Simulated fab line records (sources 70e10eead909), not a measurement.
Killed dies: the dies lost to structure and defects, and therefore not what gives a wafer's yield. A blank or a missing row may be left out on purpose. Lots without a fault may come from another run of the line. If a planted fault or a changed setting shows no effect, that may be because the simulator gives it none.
Matching of chambers	flow nand_harc	rie_diel-02 running NHARC_P_BONDPAD_ETCH_37: 4 sister chambers
The step etches the open film in N2/H2, target depth 60 nm, overetch 18 nm, time 65.91 s. 33 wafers are shown with their chamber, then 12 later ones without.

## WAFERS WITH THEIR CHAMBER
wafer	chamber	showerhead_plenum_p_Torr (Torr)	drypump_motor_current_A (A)	rf_vpp_V (V)
L075.2	0	1.93	5.0	426.7
L075.3	3	2.10	6.7	431.7
L075.5	1	2.13	5.2	433.5
L077.3	3	2.10	6.6	434.3
L077.4	0	1.93	5.0	428.3
L077.6	2	2.17	6.2	435.3
L079.2	3	2.10	6.5	431.2
L079.3	0	1.93	5.0	428.1
L079.6	2	2.17	6.2	433.5
L080.2	3	2.10	6.6	432.5
L080.4	2	2.17	6.2	435.3
L080.6	0	1.93	5.0	427.6
L081.1	2	2.17	6.2	434.0
L081.2	3	2.10	6.6	432.7
L081.4	1	2.13	5.2	434.3
L084.1	0	1.93	5.0	427.7
L084.2	1	2.13	5.3	434.2
L084.6	3	2.10	6.6	432.7
L082.1	3	2.10	6.6	431.1
L082.3	0	1.93	5.0	427.4
L082.5	3	2.10	6.6	432.1
L085.1	0	1.92	5.0	427.0
L085.4	1	2.13	5.3	433.5
L085.5	2	2.17	6.2	433.8
L087.2	2	2.16	6.2	432.0
L087.4	0	1.92	5.0	426.2
L087.5	2	2.17	6.2	434.2
L086.1	2	2.16	6.2	434.0
L086.4	1	2.13	5.2	433.4
L086.6	3	2.10	6.6	432.0
L088.2	2	2.16	6.2	433.5
L088.3	1	2.13	5.2	433.0
L088.6	0	1.92	5.0	425.9

SIGNATURES (averages over the wafers above)
reading	chamber 0	chamber 1	chamber 2	chamber 3	scatter within a chamber
showerhead_plenum_p_Torr	1.9267	2.1300	2.1667	2.1000	0.00371
drypump_motor_current_A	5.000	5.233	6.200	6.600	0.0339
rf_vpp_V	427.211	433.650	433.956	432.256	0.874
Rule: for each reading, subtract the chamber's mean from the wafer's reading, divide by that reading's scatter and square the result; add these up over the readings and take the root, which gives the wafer's distance from the chamber. If the next closest chamber is less than 2 further off than the closest, the wafer can't be placed; otherwise it belongs to the closest. The scatter is the square root of a quotient: the sum, over the shown wafers, of each reading's squared deviation from its chamber's mean, divided by wafers minus chambers.

## WAFERS WITH NO CHAMBER GIVEN
wafer	showerhead_plenum_p_Torr (Torr)	drypump_motor_current_A (A)	rf_vpp_V (V)
L089.1	2.13	5.3	432.4
L089.2	2.16	6.2	433.2
L089.5	2.16	6.2	434.2
L090.1	1.92	5.0	427.3
L090.3	2.16	6.2	434.2
L090.6	2.16	6.2	433.8
L092.1	1.92	5.0	426.1
L092.3	2.16	6.2	434.7
L092.4	2.13	5.2	432.3
L094.1	2.16	6.2	432.0
L094.4	2.10	6.7	432.3
L094.6	2.13	5.2	432.9

## CHAMBER TAKEN BY EACH
wafer	from the rows above	in truth
L089.1	1	1
L089.2	2	2
L089.5	2	2
L090.1	0	0
L090.3	2	2
L090.6	2	2
L092.1	0	0
L092.3	2	2
L092.4	1	1
L094.1	2	2
L094.4	3	3
L094.6	1	1
12 of 12 placed correctly. Left unplaced by these rows: 0. Wrongly placed: 0.
